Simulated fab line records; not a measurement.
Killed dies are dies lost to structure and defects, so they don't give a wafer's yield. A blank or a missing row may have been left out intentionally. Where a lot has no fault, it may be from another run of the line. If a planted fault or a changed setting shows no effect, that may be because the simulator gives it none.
Which tool was responsible? | flow n5Finfet | 12 lots, 36 wafers sampled, at 2 steps of a route of 1938

## WHAT EACH GAUGE READ, for each wafer
N5_FIN_SAQP_CD_MEAS_16: the cd target is 35.6 nm.
lot  | measured    | on       | cdNm (nm)
L075 | day 2 03:32 | cdSem-03 | 34.9 36.0 35.0
L077 | day 2 16:26 | cdSem-01 | 36.0 36.1 35.7
L079 | day 3 06:02 | cdSem-01 | 35.9 35.7 35.6
L081 | day 3 16:40 | cdSem-03 | 35.6 35.9 35.6
L083 | day 4 04:06 | cdSem-01 | 35.6 35.7 35.6
L085 | day 4 16:52 | cdSem-03 | 35.9 35.5 35.6
L087 | day 5 04:32 | cdSem-02 | 35.6 35.2 35.3
L089 | day 5 15:28 | cdSem-02 | 35.5 35.8 35.4
L091 | day 6 03:26 | cdSem-02 | 35.5 35.4 35.2
L093 | day 6 15:28 | cdSem-03 | 35.8 35.5 36.3
L095 | day 7 04:12 | cdSem-02 | 35.5 35.4 35.6
L097 | day 7 19:32 | cdSem-03 | 35.6 35.6 35.7

## EACH LOT AND THE TOOL THAT RAN IT (in order: tool; ch and the chambers of the sampled wafers; start)
lot  | N5_FIN_SAQP_PECVD_48
L075 | pecvd-04 ch 0,1, day 2 03:01
L077 | pecvd-02 ch 0,1, day 2 15:49
L079 | pecvd-02 ch 1,2, day 3 04:13
L081 | pecvd-01 ch 1,2, day 3 16:02
L083 | pecvd-04 ch 0,1, day 4 03:29
L085 | pecvd-02 ch 0,2, day 4 16:11
L087 | pecvd-04 ch 0,1,2, day 5 03:55
L089 | pecvd-02 ch 0,1,2, day 5 14:59
L091 | pecvd-01 ch 0,1,2, day 6 02:49
L093 | pecvd-04 ch 0,2, day 6 14:57
L095 | pecvd-02 ch 0,1, day 7 03:43
L097 | pecvd-04 ch 0,1, day 7 19:03
- N5_FIN_SAQP_PECVD_48: deposits SiNx from SiH4/NH3/N2, target thk 25 nm, time 22.1 s.

## THE ANSWER, worked out from the rows above alone
Rule: the usual values come from the lots themselves. Put in order of their means at a reading, lots are off if they are a third of the lots or fewer, leave a main group of 4 or more, and stand apart from it by a gap of 3 or more times the standard deviation of the main group's means; of several such gaps the widest counts. A main group whose means are all the same, to the digits that the tables above print for the reading, isn't used. Also off: a lot with no number at a reading for which 4 or more lots have one. Where the step has rows for the other lots, those lots are counted as sound.
No lot is off at any reading shown: from this, nothing can be told.

## WHAT HAD BEEN PUT IN BY THE SIMULATOR
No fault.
